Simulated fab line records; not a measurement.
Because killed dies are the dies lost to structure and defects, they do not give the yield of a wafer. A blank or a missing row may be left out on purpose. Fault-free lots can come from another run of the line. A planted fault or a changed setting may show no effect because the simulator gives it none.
Chamber matching ; flow nand harc ; NHARC_P_M2_DEP_33 on pecvd-04: 3 sister chambers
The step deposits SiCN, target thk 30 nm. 3 wafers are shown with their chamber, then 10 later ones without.

## WAFERS, EACH WITH ITS CHAMBER
wafer;chamber;heater power w (W)
L087.5;0;639
L090.1;2;651
L090.2;1;530

## WAFERS WHOSE CHAMBER IS MISSING
wafer;heater power w (W)
L090.6;584
L091.2;583
L091.3;677
L091.4;587
L093.3;656
L093.4;665
L093.5;537
L095.2;545
L095.4;648
L095.6;535

## WHICH CHAMBER EACH ONE RAN IN
wafer;from the rows above;in truth
L090.6;can't be placed: 1 or 0 or 2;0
L091.2;can't be placed: 1 or 0 or 2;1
L091.3;can't be placed: 2 or 0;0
L091.4;can't be placed: 0 or 1 or 2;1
L093.3;can't be placed: 2 or 0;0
L093.4;can't be placed: 2 or 0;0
L093.5;1;1
L095.2;1;1
L095.4;can't be placed: 2 or 0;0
L095.6;1;1
Placed correctly: 3 of 10. These rows do not allow placing 7 (true chamber among the candidates in 7). Placed wrongly: 0.
How it was worked out, from the rows above alone: a wafer's distance from a chamber is the root of the sum, over the readings, of the square of ((its reading less the chamber's mean) divided by the reading's scatter). If the next closest chamber is less than 2 further off than the closest, the wafer can't be placed; otherwise it belongs to the closest. A chamber's mean is the mean of its shown wafers. The scatter: with one shown wafer a chamber, the root of the mean of the squares of how far each hidden wafer lies from its nearest shown one.
